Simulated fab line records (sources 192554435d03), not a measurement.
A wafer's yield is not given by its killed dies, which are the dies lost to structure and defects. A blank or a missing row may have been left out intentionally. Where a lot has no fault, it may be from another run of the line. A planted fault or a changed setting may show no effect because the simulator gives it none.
Matching of chambers + flow n5 finfet + 4 sister chambers for N5_HKMG_FIN_ALD_91 on ald metal-03
The step deposits TiN, target thk 1 nm, pulse time 1 s, purge time 3 s. 4 wafers are shown with their chamber, then 6 later ones without.

== WAFERS, EACH WITH ITS CHAMBER ==
| wafer  | chamber | heater power w (W) |
|--------|---------|--------------------|
| L108.1 | 0       | 727                |
| L108.5 | 1       | 1055               |
| L113.3 | 3       | 1037               |
| L113.6 | 2       | 908                |

== WAFERS WHOSE CHAMBER IS MISSING ==
| wafer  | heater power w (W) |
|--------|--------------------|
| L119.1 | 741                |
| L119.4 | 1051               |
| L119.5 | 1025               |
| L120.1 | 1039               |
| L120.5 | 1031               |
| L120.6 | 889                |

== WHICH CHAMBER EACH WENT THROUGH ==
| wafer  | from the rows above     | in truth |
|--------|-------------------------|----------|
| L119.1 | 0                       | 0        |
| L119.4 | can't be placed: 1 or 3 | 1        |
| L119.5 | can't be placed: 3 or 1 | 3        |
| L120.1 | can't be placed: 3 or 1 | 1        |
| L120.5 | can't be placed: 3 or 1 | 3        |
| L120.6 | 2                       | 2        |
2 of 6 placed correctly. Not placeable from these rows: 4 (in 4, the candidates include the true chamber). Placed wrongly: 0.
How it was worked out, from the rows above alone: a wafer's distance from a chamber is the root of the sum, over the readings, of the square of ((its reading less the chamber's mean) divided by the reading's scatter). The wafer belongs to the nearest chamber; if the next one is less than 2 further off, it can't be placed. The mean given for a chamber averages the wafers shown for that chamber. The scatter (one wafer shown for each chamber): square how far every hidden wafer sits from the nearest shown wafer, average those squares and take the square root.
